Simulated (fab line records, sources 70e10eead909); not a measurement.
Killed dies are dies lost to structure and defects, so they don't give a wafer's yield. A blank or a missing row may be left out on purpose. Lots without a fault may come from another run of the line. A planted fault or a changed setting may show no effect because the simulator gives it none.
Chamber matching | flow nand_harc | NHARC_P_M2_ETCH_35 on rie_diel-09: 4 sister chambers
The step etches the open film in N2/H2, target depth 40 nm, overetch 12 nm, time 43.94 s. 24 wafers are shown with their chamber, then 12 later ones without.

WAFERS WITH THEIR CHAMBER
wafer  | chamber | showerhead_plenum_p_Torr (Torr) | drypump_motor_current_A (A) | rf_vpp_V (V)
L074.1 | 0       | 2.02                            | 5.7                         | 429.7
L074.2 | 3       | 2.01                            | 4.9                         | 430.0
L074.4 | 2       | 2.14                            | 5.3                         | 433.1
L076.4 | 3       | 2.01                            | 4.9                         | 429.5
L076.5 | 0       | 2.02                            | 5.7                         | 431.2
L076.6 | 1       | 2.18                            | 6.3                         | 433.5
L077.1 | 3       | 2.01                            | 4.9                         | 429.3
L077.2 | 2       | 2.14                            | 5.3                         | 433.0
L077.3 | 1       | 2.18                            | 6.3                         | 433.1
L078.1 | 1       | 2.18                            | 6.3                         | 433.6
L078.2 | 0       | 2.02                            | 5.7                         | 430.5
L078.4 | 3       | 2.01                            | 5.0                         | 430.0
L079.2 | 3       | 2.01                            | 4.9                         | 429.0
L079.5 | 3       | 2.01                            | 4.9                         | 430.2
L079.6 | 2       | 2.14                            | 5.3                         | 431.8
L082.1 | 1       | 2.17                            | 6.3                         | 434.7
L082.4 | 3       | 2.01                            | 4.9                         | 429.2
L082.5 | 3       | 2.01                            | 4.9                         | 429.9
L083.2 | 0       | 2.02                            | 5.7                         | 429.8
L083.3 | 2       | 2.14                            | 5.3                         | 432.5
L083.4 | 3       | 2.01                            | 4.9                         | 429.6
L085.1 | 0       | 2.02                            | 5.7                         | 431.1
L085.2 | 2       | 2.14                            | 5.3                         | 434.2
L085.4 | 0       | 2.02                            | 5.7                         | 429.7

SIGNATURES (means of the wafers above)
reading                  | chamber 0 | chamber 1 | chamber 2 | chamber 3 | scatter within a chamber
showerhead_plenum_p_Torr | 2.0200    | 2.1775    | 2.1400    | 2.0100    | 0.00194
drypump_motor_current_A  | 5.700     | 6.300     | 5.300     | 4.911     | 0.0211
rf_vpp_V                 | 430.333   | 433.725   | 432.920   | 429.633   | 0.646
Rule: a wafer's distance from a chamber is the root of the sum, over the readings, of the square of ((its reading less the chamber's mean) divided by the reading's scatter). The wafer belongs to the nearest chamber; if the next one is less than 2 further off, it can't be placed. The scatter: the root of (the sum of the squares of (reading less its chamber's mean) over the shown wafers, divided by (wafers less chambers)).

WAFERS WITHOUT THEIR CHAMBER
wafer  | showerhead_plenum_p_Torr (Torr) | drypump_motor_current_A (A) | rf_vpp_V (V)
L086.1 | 2.01                            | 4.9                         | 429.8
L086.2 | 2.14                            | 5.3                         | 433.8
L086.5 | 2.17                            | 6.3                         | 434.2
L088.4 | 2.00                            | 4.9                         | 429.2
L088.5 | 2.00                            | 4.9                         | 430.1
L088.6 | 2.02                            | 5.7                         | 430.9
L092.1 | 2.14                            | 5.3                         | 431.9
L092.4 | 2.17                            | 6.3                         | 434.4
L092.5 | 2.14                            | 5.3                         | 433.1
L096.2 | 2.02                            | 5.7                         | 430.2
L096.4 | 2.14                            | 5.3                         | 433.0
L096.5 | 2.02                            | 5.7                         | 430.5

WHICH CHAMBER EACH WENT THROUGH
wafer  | from the rows above | in truth
L086.1 | 3                   | 3
L086.2 | 2                   | 2
L086.5 | 1                   | 1
L088.4 | 3                   | 3
L088.5 | 3                   | 3
L088.6 | 0                   | 0
L092.1 | 2                   | 2
L092.4 | 1                   | 1
L092.5 | 2                   | 2
L096.2 | 0                   | 0
L096.4 | 2                   | 2
L096.5 | 0                   | 0
Placed correctly: 12 of 12. Can't be placed from these rows: 0. Placed wrongly: 0.
